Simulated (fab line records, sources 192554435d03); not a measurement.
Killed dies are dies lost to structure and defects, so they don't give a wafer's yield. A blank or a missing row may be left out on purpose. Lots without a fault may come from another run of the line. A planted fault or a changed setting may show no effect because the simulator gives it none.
fab line records | flow n5_finfet
record lots=6 wafers=18 last_day=17
route steps=1938 shown BEOL_M13@1706 BEOL_M14@1716
lots that met no fault: from a run of the same line without faults
start_h: hours from the record's first day to the start of the lot's first wafer shown | wait_h: hours since the lot's step before | " the same as in the row above | L1.1+2: a row that stands for several wafers | - no value, or no start given | * or withheld: withheld | < > ~ a bound
route shown NAME@n: a module of which the file shows steps, and the number in the route of the first | usual: mean/standard deviation of fault-free wafers | same: alike in all rows | chamber/n: place in a boat | sites: the reading at each site | _std_site: their standard deviation | _edge_site: outer sites' mean less inner sites' | radius_mm: how far each site lies from the wafer's centre | mask NAME#n: copy n | behind: the tool/chamber that last shaped the wafer | hold: why the lot was held/for how many hours/how that ended | device: the transistor (n, p or np) that didn't switch | end of line: the same wafers' tests at the end of the route | a step without rows: its recipe alone | killed: dies lost to structure and defects at the first sort, not the wafer's yield | map: a wafer's dies, x killed, . not, _ none there
set.NAME: the setting as run; set.NAME@STEP: as run at that earlier step | model.NAME: the simulator's own value behind a step, which no gauge read
lots at some steps of the route; a table a step, a row a wafer
services: from which hour (start_h, from the record's first day; less than 0 if before it) a tool's chamber was out of use, for how many hours, and why
## steps
# step N5_BEOL_M13_SPUTTER_44
# recipe material=Ta target_thk_a=100 temp_c=50 bias_v=80 power_w=15000 chamber_pressure_pa=0.07 time_s=16.13
# usual throttle_valve_pct=29.9/0.97
# columns lot.wafer tool chamber start_h wait_h throttle_valve_pct
L855.1 pvd_sputter-03 - 262.56 0.0 29.8
L855.2 " - " " 29.4
L855.4 " - " " 28.5
L857.1 pvd_sputter-02 - 265.42 0.0 29.4
L857.2 " - " " 30.3
L857.4 " - " " 31.2
L861.1 pvd_sputter-02 - 304.04 0.0 30.7
L861.2 " - " " 30.5
L861.3 " - " " 29.2
L858.1 pvd_sputter-03 - 332.94 0.0 29.7
L858.4 " - " " 30.1
L858.5 " - " " 30.1
L868.1 pvd_sputter-01 - 369.62 0.0 30.0
L868.2 " - " " 28.8
L868.5 " - " " 29.2
L870.1 pvd_sputter-03 - 374.09 0.0 30.3
L870.3 " - " " 29.8
L870.6 " - " " 30.3
# step N5_BEOL_M13_SPUTTER_45
# recipe material=Cu target_thk_a=800 temp_c=-20 bias_v=60 power_w=26000 chamber_pressure_pa=0.13 time_s=13.33
# step N5_BEOL_M13_ECD_47
# recipe material=Cu target_thk_a=9360
# step N5_BEOL_M13_ANNEAL_48
# recipe temp_c=225 time_s=90 ambient=N2
# step N5_BEOL_M13_CMP_49
# recipe stop_on=SiOC t_overpolish_s=17.1 down_force_psi=1 platen_rpm=50 clearing_platen_down_force_psi=1.5 clearing_platen_rpm=50 post_cmp_clean=cu_alkaline target_thk_nm=420 clearing_platen_pad_velocity_m_s=0.99484 pad_velocity_m_s=0.99484
# usual barrier_field_endpoint_s=30.2/0.79 clearing_platen_down_force_psi=1.4998/0.0028 motor_current_A=6.1/0.54 overpolish_run_s=17.101/0.0083 slurry_flow_ml_min=149.9/0.46
# columns lot.wafer tool chamber start_h wait_h barrier_field_endpoint_s clearing_platen_down_force_psi motor_current_A overpolish_run_s slurry_flow_ml_min
L855.2 cmp-04 1 264.62 0.3 29.9 1.4970 6.8 17.085 149.2
L855.1 " 2 " " 30.6 1.4916 5.7 17.122 148.9
L855.4 " 3 " " 30.5 1.5057 5.6 17.096 150.4
L857.1 cmp-03 2 266.60 0.3 31.3 1.5008 5.1 17.106 149.6
L857.4 " 3 " " 30.1 1.5026 6.6 17.093 150.3
L857.2 " 1 " " 30.5 1.4975 7.5 17.112 149.3
L861.3 cmp-04 0 304.87 0.2 30.7 1.5009 6.0 17.093 149.8
L861.2 " 1 " " 29.5 1.5030 6.5 17.110 150.8
L861.1 " 2 " " 30.7 1.4978 5.8 17.095 149.6
L858.4 cmp-04 2 334.24 0.1 29.4 1.5002 5.4 17.097 149.6
L858.1 " 0 " " 29.7 1.4970 6.4 17.114 150.9
L858.5 " 3 " " 28.5 1.5031 5.4 17.087 149.5
L868.1 cmp-03 1 370.35 0.3 30.0 1.4970 7.3 17.099 149.3
L868.2 " 2 " " 29.7 1.5048 5.3 17.098 149.7
L868.5 " 0 " " 30.3 1.5012 6.1 17.111 149.9
L870.3 cmp-01 3 374.91 0.2 29.7 1.4969 6.0 17.102 149.8
L870.1 " 1 " " 29.7 1.4979 6.8 17.109 150.2
L870.6 " 3 " " 30.1 1.4969 6.3 17.108 150.5
# step N5_BEOL_M13_THK_MEAS_50
# recipe thk_meas_gauge=xrf reads=Cu_of_BEOL_M13_ECD_47
# usual M13_THK=418/8.1
# columns lot.wafer tool chamber start_h wait_h M13_THK[nm]
L855.1 film_metro-01 - 264.87 - 418
L855.2 " - " " 414
L855.4 " - " " 410
L857.1 film_metro-01 - 266.89 - 419
L857.2 " - " " 416
L857.4 " - " " 416
L861.1 film_metro-02 - 305.13 - 424
L861.2 " - " " 427
L861.3 " - " " 420
L858.1 film_metro-02 - 334.53 - 416
L858.4 " - " " 411
L858.5 " - " " 415
L868.1 film_metro-02 - 370.57 - 428
L868.2 " - " " 419
L868.5 " - " " 432
L870.1 film_metro-01 - 375.20 - 416
L870.3 " - " " 416
L870.6 " - " " 421
# step N5_BEOL_M13_PRE_CLEAN_52
# recipe gas=NH3 time_s=15 temp_c=withheld rf_power_w=300
# step N5_BEOL_M13_DEP_53
# recipe material=SiCN target_thk_a=500 temp_c=withheld precursor=3MS/NH3 pressure_torr=3 rf_w=675 time_s=17.8
# step N5_BEOL_M13_RS_MEAS_54
# recipe thk_meas_gauge=four-point-probe reads=Cu_of_BEOL_M13_ECD_47+Ta_of_BEOL_M13_SPUTTER_44+TaN_of_BEOL_M13_SPUTTER_43
# usual M13_RS=0.0447/0.00062
# columns lot.wafer tool chamber start_h wait_h M13_RS[ohm/sq]
L855.1 film_metro-02 - 265.00 0.0 0.0444
L855.2 " - " " 0.0447
L855.4 " - " " 0.0455
L857.1 film_metro-01 - 267.05 0.1 0.0444
L857.2 " - " " 0.0445
L857.4 " - " " 0.0447
L861.1 film_metro-02 - 305.26 0.0 0.0443
L861.2 " - " " 0.0439
L861.3 " - " " 0.0446
L858.1 film_metro-01 - 334.66 0.0 0.0454
L858.4 " - " " 0.0458
L858.5 " - " " 0.0456
L868.1 film_metro-01 - 370.70 0.0 0.0439
L868.2 " - " " 0.0447
L868.5 " - " " 0.0435
L870.1 film_metro-02 - 375.33 0.0 0.0446
L870.3 " - " " 0.0447
L870.6 " - " " 0.0443
# step N5_BEOL_M13_INSPECT_55
# recipe inspect_instrument=darkfield mode=post_dep
# usual raw_defect_count=70/27
# columns lot.wafer tool chamber start_h wait_h raw_defect_count
L855.1 defect_inspect-01 - 265.03 0.0 72
L855.2 " - " " 56
L855.4 " - " " 43
L857.1 defect_inspect-01 - 267.08 0.0 39
L857.2 " - " " 44
L857.4 " - " " 58
L861.1 defect_inspect-01 - 305.28 0.0 88
L861.2 " - " " 118
L861.3 " - " " 103
L858.1 defect_inspect-02 - 334.69 0.0 64
L858.4 " - " " 63
L858.5 " - " " 43
L868.1 defect_inspect-02 - 370.73 0.0 72
L868.2 " - " " 79
L868.5 " - " " 54
L870.1 defect_inspect-02 - 375.36 0.0 92
L870.3 " - " " 75
L870.6 " - " " 105
# step N5_BEOL_M14_ILD_DEP_00
# recipe material=SiO2 target_thk_a=11193 temp_c=400 precursor=TEOS/O2 pressure_torr=6.5 rf_w=900 teos_flow_sccm=161.4 gas=O2 flow_sccm=2650 time_s=237.4
# usual heater_power_w=562/93 showerhead_plenum_p_Torr=8.357/0.026 throttle_valve_pct=18.4/0.96
# columns lot.wafer tool chamber start_h wait_h heater_power_w showerhead_plenum_p_Torr throttle_valve_pct
L855.1 pecvd-01 1 265.06 0.0 653 8.350 19.7
L855.2 " 0 " " 528 8.377 18.4
L855.4 " 0 " " 583 8.351 18.3
L857.1 pecvd-01 2 267.11 0.0 507 8.341 17.4
L857.2 " 0 " " 544 8.347 18.4
L857.4 " 2 " " 560 8.352 17.5
L861.1 pecvd-01 2 305.32 0.0 498 8.333 17.2
L861.2 " 0 " " 529 8.358 18.3
L861.3 " 1 " " 728 8.344 19.8
L858.1 pecvd-01 0 334.72 0.0 569 8.362 18.0
L858.4 " 0 " " 454 8.375 18.6
L858.5 " 2 " " 451 8.343 17.6
L868.1 pecvd-01 2 370.77 0.0 533 8.353 17.2
L868.2 " 1 " " 580 8.353 19.9
L868.5 " 0 " " 539 8.378 18.4
L870.1 pecvd-01 0 375.40 0.0 566 8.374 18.5
L870.3 " 1 " " 729 8.339 19.5
L870.6 " 2 " " 598 8.342 17.6
# step N5_BEOL_M14_THK_MEAS_01
# recipe reads=SiO2_of_BEOL_M14_ILD_DEP_00
# usual M14_ILD_THK=1118/15
# columns lot.wafer tool chamber start_h wait_h M14_ILD_THK[nm]
L855.1 film_metro-02 - 265.25 0.1 1120
L855.2 " - " " 1118
L855.4 " - " " 1133
L857.1 film_metro-02 - 267.30 0.1 1101
L857.2 " - " " 1121
L857.4 " - " " 1120
L861.1 film_metro-02 - 305.51 0.1 1119
L861.2 " - " " 1111
L861.3 " - " " 1114
L858.1 film_metro-02 - 334.91 0.1 1113
L858.4 " - " " 1142
L858.5 " - " " 1129
L868.1 film_metro-02 - 370.96 0.1 1103
L868.2 " - " " 1124
L868.5 " - " " 1128
L870.1 film_metro-02 - 375.59 0.1 1109
L870.3 " - " " 1109
L870.6 " - " " 1129
# step N5_BEOL_M14_COAT_58
# recipe resist=BARC temp_c=205 time_s=60 spin_rpm=1500 resist_thk_nm=89
# usual spin_speed_rpm=1500.0/1.2
# columns lot.wafer tool chamber start_h wait_h spin_speed_rpm model.BARC_of_BEOL_M14_COAT_58.thk_nm
L855.1 litho_track-01 0 265.28 0.0 1497.0 88.8
L855.2 " 0 " " 1498.5 89
L855.4 " 0 " " 1497.0 88.8
L857.1 litho_track-02 0 267.33 0.0 1499.7 89.4
L857.2 " 0 " " 1498.9 89.2
L857.4 " 0 " " 1500.0 89.4
L861.1 litho_track-01 0 305.54 0.0 1668.7 84.6
L861.2 " 0 " " 1669.1 84.2
L861.3 " 0 " " 1667.5 84.2
L858.1 litho_track-01 0 334.94 0.0 1666.8 84.2
L858.4 " 0 " " 1667.1 84.4
L858.5 " 0 " " 1670.7 84.4
L868.1 litho_track-03 0 370.99 0.0 1499.6 88.6
L868.2 " 0 " " 1499.2 88.8
L868.5 " 0 " " 1502.1 88.8
L870.1 litho_track-03 0 375.62 0.0 1500.7 89
L870.3 " 0 " " 1500.8 89
L870.6 " 0 " " 1499.0 88.6
# step N5_BEOL_M14_COAT_04
# recipe spin_rpm=1704 resist_thk_nm=800
# step N5_BEOL_M14_EBR_06
# recipe solvent=PGMEA ebr_width_mm=1.5
# step N5_BEOL_M14_SOFTBAKE_05
# recipe temp_c=130 time_s=60
# step N5_BEOL_M14_EXPOSE_07
# recipe mask_id=V13 na=0.8 source_shape=annular sigma_inner=0.5 sigma_outer=0.8 polarization=unpolarized attpsm_phase_deg=180 dose_mj=57
# step N5_BEOL_M14_PEB_08
# recipe peb_temp_c=130 peb_time_s=90
# step N5_BEOL_M14_DEVELOP_09
# recipe develop_time_s=45 rinse_liquid=diw dry=air_spin dev_temp_c=21
# step N5_BEOL_M14_HARDBAKE_14
# recipe temp_c=130 time_s=120
# step N5_BEOL_M14_CD_MEAS_10
# recipe target_cd_nm=250 landing_energy_ev=500 detector=se_inlens polarity=opening
# usual cd_nm=251.0/1.6
# columns lot.wafer tool chamber start_h wait_h cd_nm
L855.1 cd_sem-01 0 265.56 - 250.9
L855.2 " 0 " " 251.7
L855.4 " 0 " " 250.5
L857.1 cd_sem-02 0 267.61 - 248.3
L857.2 " 0 " " 251.7
L857.4 " 0 " " 249.9
L861.1 cd_sem-01 0 305.94 - 250.9
L861.2 " 0 " " 253.5
L861.3 " 0 " " 252.5
L858.1 cd_sem-01 0 335.34 - 249.0
L858.4 " 0 " " 249.4
L858.5 " 0 " " 250.7
L868.1 cd_sem-01 0 371.26 - 250.8
L868.2 " 0 " " 251.7
L868.5 " 0 " " 250.9
L870.1 cd_sem-01 0 375.89 - 248.1
L870.3 " 0 " " 254.2
L870.6 " 0 " " 252.3
# step N5_BEOL_M14_OVL_MEAS_11
# recipe points_per_wafer=44
# usual V13_OVL=0/5.5
# columns lot.wafer tool chamber start_h wait_h V13_OVL[nm]
L855.1 overlay-01 0 265.59 0.0 -2
L855.2 " 0 " " -2
L855.4 " 0 " " -7
L857.1 overlay-02 0 267.64 0.0 3
L857.2 " 0 " " 10
L857.4 " 0 " " 5
L861.1 overlay-02 0 305.97 0.0 -8
L861.2 " 0 " " 1
L861.3 " 0 " " -8
L858.1 overlay-02 0 335.37 0.0 -4
L858.4 " 0 " " -10
L858.5 " 0 " " -7
L868.1 overlay-02 0 371.29 0.0 4
L868.2 " 0 " " -2
L868.5 " 0 " " 4
L870.1 overlay-02 0 375.92 0.0 -2
L870.3 " 0 " " -1
L870.6 " 0 " " -5
# step N5_BEOL_M14_INSPECT_12
# recipe mode=adi inspect_instrument=macro
# usual raw_defect_count=2.2/1.6
# columns lot.wafer tool chamber start_h wait_h raw_defect_count
L855.1 defect_inspect-02 - 265.61 0.0 2
L855.2 " - " " 0
L855.4 " - " " 4
L857.1 defect_inspect-02 - 267.66 0.0 0
L857.2 " - " " 5
L857.4 " - " " 0
L861.1 defect_inspect-01 - 306.00 0.0 4
L861.2 " - " " 5
L861.3 " - " " 4
L858.1 defect_inspect-01 - 335.40 0.0 1
L858.4 " - " " 2
L858.5 " - " " 1
L868.1 defect_inspect-02 - 371.32 0.0 2
L868.2 " - " " 2
L868.5 " - " " 4
L870.1 defect_inspect-01 - 375.95 0.0 2
L870.3 " - " " 3
L870.6 " - " " 0
# step N5_BEOL_M14_DESCUM_15
# recipe chemistry=O2 time_s=7.9 source_power_w=50 bias_power_w=20 pressure_mtorr=20 rf_frequency_hz=2.712e+07 temp_c=40 o2_flow_sccm=225
# usual drypump_motor_current_A=5.7/0.45 oes_product_au=0.77/0.061 rf_vpp_V=242.8/1.6 showerhead_plenum_p_Torr=2.07/0.087 throttle_valve_pct=20.43/0.11
# columns lot.wafer tool chamber start_h wait_h drypump_motor_current_A oes_product_au rf_hours_counter_h rf_vpp_V showerhead_plenum_p_Torr throttle_valve_pct
L855.1 rie_diel-04 0 265.73 0.1 6.1 0.82 72 240.9 2.01 20.24
L855.2 " 1 " " 5.4 0.73 172 241.6 2.00 20.53
L855.4 " 2 " " 4.7 0.84 76 243.1 2.11 20.20
L857.1 rie_diel-02 3 268.07 0.4 5.9 0.74 169 244.2 2.18 20.18
L857.2 " 0 " " 5.2 0.68 226 240.8 2.05 20.43
L857.4 " 1 " " 6.2 0.74 174 242.5 1.98 20.45
L861.1 rie_diel-02 0 306.56 0.6 5.2 0.67 238 242.9 2.05 20.45
L861.2 " 1 " " 6.2 0.73 185 241.4 1.98 20.46
L861.3 " 3 " " 5.9 0.73 179 243.9 2.18 20.21
L858.1 rie_diel-01 2 335.43 0.0 5.7 0.74 174 243.9 2.09 20.52
L858.4 " 0 " " 6.2 0.79 121 242.8 2.01 20.43
L858.5 " 1 " " 5.0 0.84 - 245.7 2.23 20.52
L868.1 rie_diel-01 1 371.63 0.3 5.0 0.82 66 245.1 2.23 20.55
L868.2 " 0 " " 6.2 0.76 134 241.2 2.00 20.44
L868.5 " 0 " " 6.2 0.76 - 240.8 2.00 20.44
L870.1 rie_diel-01 3 375.98 0.0 6.1 0.72 180 240.7 2.00 20.48
L870.3 " 2 " " 5.6 0.72 188 242.4 2.09 20.52
L870.6 " 2 " " 5.6 0.73 - 244.2 2.09 20.53
# step N5_BEOL_M14_ETCH_59
# recipe chemistry=N2/H2 target=BARC target_depth_a=890 overetch_a=267 time_s=67.9 ion_energy_ev=200 pressure_mtorr=30 source_w=840 bias_w=150 n2_flow_sccm=200 h2_flow_sccm=200
# usual drypump_motor_current_A=5.7/0.45 h2_flow_sccm=200.0/0.55 oes_product_au=0.65/0.05 rf_vpp_V=523.2/2.8 showerhead_plenum_p_Torr=2.52/0.094 throttle_valve_pct=17.90/0.2
# columns lot.wafer tool chamber start_h wait_h drypump_motor_current_A h2_flow_sccm oes_product_au rf_hours_counter_h rf_vpp_V showerhead_plenum_p_Torr throttle_valve_pct model.etch.depth_nm
L855.1 rie_diel-04 0 265.77 0.0 6.2 199.4 0.70 72 521.6 2.46 17.74 88.83
L855.2 " 1 " " 5.4 198.5 0.63 172 518.2 2.45 18.21 88.97
L855.4 " 2 " " 4.7 198.5 0.71 76 525.1 2.57 17.63 88.81
L857.1 rie_diel-02 3 268.11 0.0 5.9 199.5 0.63 169 526.8 2.65 17.63 89.36
L857.2 " 0 " " 5.2 200.0 0.59 227 523.4 2.51 18.09 89.28
L857.4 " 1 " " 6.1 200.1 0.63 174 521.1 2.41 17.87 89.47
L861.1 rie_diel-02 0 306.60 0.0 5.2 199.6 0.56 238 521.7 2.51 18.11 84.54
L861.2 " 1 " " 6.1 199.7 0.60 185 520.6 2.41 17.89 84.2
L861.3 " 3 " " 5.9 200.4 0.60 179 525.7 2.64 17.64 84.1
L858.1 rie_diel-01 2 335.47 0.0 5.6 200.9 0.61 174 523.3 2.55 18.07 84.26
L858.4 " 0 " " 6.2 200.4 0.64 121 520.7 2.44 17.83 84.37
L858.5 " 1 " " 5.0 199.6 0.70 - 529.0 2.68 17.76 84.43
L868.1 rie_diel-01 1 371.67 0.0 5.0 199.4 0.70 66 528.7 2.67 17.77 88.58
L868.2 " 0 " " 6.2 200.5 0.66 134 520.8 2.43 17.84 88.83
L868.5 " 0 " " 6.3 200.1 0.65 - 520.8 2.43 17.84 88.72
L870.1 rie_diel-01 3 376.02 0.0 6.2 199.4 0.62 180 519.9 2.43 17.89 88.93
L870.3 " 2 " " 5.6 200.5 0.62 188 524.3 2.54 18.09 88.95
L870.6 " 2 " " 5.6 201.2 0.60 - 523.5 2.54 18.10 88.69
# step N5_BEOL_M14_VIA_ETCH_16
# recipe chemistry=C4F8/O2/Ar target=SiO2 he_inner_torr=15 he_outer_torr=30 target_depth_a=12313 time_s=withheld ion_energy_ev=800 pressure_mtorr=20 source_w=1905 bias_w=2040 Ar_flow_sccm=400 C4F8_flow_sccm=16 O2_flow_sccm=12 ends=cleared
# usual drypump_motor_current_A=5.7/0.45 oes_f_703_au=0.76/0.065 oes_product_au=0.69/0.057 rf_vpp_V=2223/43 showerhead_plenum_p_Torr=3.42/0.12 throttle_valve_pct=30.93/0.16
# columns lot.wafer tool chamber start_h wait_h drypump_motor_current_A oes_f_703_au oes_product_au rf_vpp_V showerhead_plenum_p_Torr throttle_valve_pct
L855.1 rie_diel-04 0 265.82 0.0 6.1 0.79 0.75 2223 3.37 31.01
L855.2 " 1 " " 5.4 0.75 0.66 2195 3.29 31.00
L855.4 " 2 " " 4.8 0.83 0.76 2247 3.47 30.61
L857.1 rie_diel-02 3 268.16 0.0 5.9 0.72 0.66 2272 3.58 30.64
L857.2 " 0 " " 5.2 0.68 0.62 2224 3.41 31.03
L857.4 " 1 " " 6.2 0.72 0.65 2195 3.30 30.98
L861.1 rie_diel-02 0 306.65 0.0 5.2 0.67 0.61 2225 3.41 31.03
L861.2 " 1 " " 6.1 0.71 0.65 2195 3.29 30.99
L861.3 " 3 " " 5.9 0.72 0.66 2272 3.57 30.64
L858.1 rie_diel-01 2 335.52 0.0 5.6 0.71 0.66 2256 3.43 30.88
L858.4 " 0 " " 6.2 0.79 0.71 2161 3.32 30.90
L858.5 " 1 " " 5.1 0.85 0.76 2240 3.62 30.92
L868.1 rie_diel-01 1 371.72 0.0 5.1 0.83 0.73 2241 3.61 30.90
L868.2 " 0 " " 6.3 0.77 0.69 2159 3.32 30.91
L868.5 " 0 " " 6.2 0.78 0.69 2159 3.32 30.91
L870.1 rie_diel-01 3 376.07 0.0 6.2 0.71 0.65 2263 3.30 30.94
L870.3 " 2 " " 5.6 0.70 0.64 2253 3.42 30.91
L870.6 " 2 " " 5.6 0.70 0.65 2256 3.42 30.89
## services
# columns tool chamber start_h hours kind
cmp-03 - 240.67 1.8 repair
cmp-01 - 263.20 0.5 repair
pvd_sputter-01 - 272.12 7.8 repair
rie_diel-04 1 279.28 15.5 repair
cmp-01 - 295.25 2.0 repair
cmp-03 - 299.96 2.0 repair
rie_diel-01 3 303.58 4.3 repair
cmp-03 - 303.94 4.4 pm
cmp-01 - 306.26 4.0 pm
cmp-04 - 306.53 4.0 pm
cmp-04 - 310.53 - consumable_replace:conditioner
cmp-04 - 310.53 - consumable_replace:pad
cmp-04 - 312.89 5.5 repair
pecvd-01 0 318.38 5.5 scheduled_down
rie_diel-04 1 320.36 8.2 repair
pvd_sputter-01 - 353.12 1.8 repair
rie_diel-02 0 353.56 - clean
rie_diel-02 0 353.56 - consumable_replace:focus_ring
rie_diel-02 0 353.56 21.8 scheduled_down
rie_diel-02 0 353.56 21.8 vent_cycle
rie_diel-04 - 354.93 2.8 pm
cmp-04 - 355.56 2.0 repair
cmp-04 - 359.65 3.6 pm
cmp-03 - 364.38 5.4 repair
## key
first_sign step=N5_BEOL_M14_COAT_58 reading=spin_speed_rpm direction=up sigmas=99+ usual=* struck=*
effect none on later readings
model_effect step=N5_BEOL_M14_COAT_58 value=BARC_of_BEOL_M14_COAT_58.thk_nm without=88.9 struck=84.33
model_effect step=N5_BEOL_M14_ETCH_59 value=etch.depth_nm without=88.92 struck=84.32
met_at N5_BEOL_M14_COAT_58
struck_wafers L858.1,L858.4,L858.5,L861.1,L861.2,L861.3
onset_between 265.28 305.54
fault kind=process_parameter_drift tool=litho_track-01 chamber=- onset_h=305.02 steps=N5_BEOL_M14_COAT_58 channel=spin_rpm offset=* shape=step end_h=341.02 acts_in=* stated=*
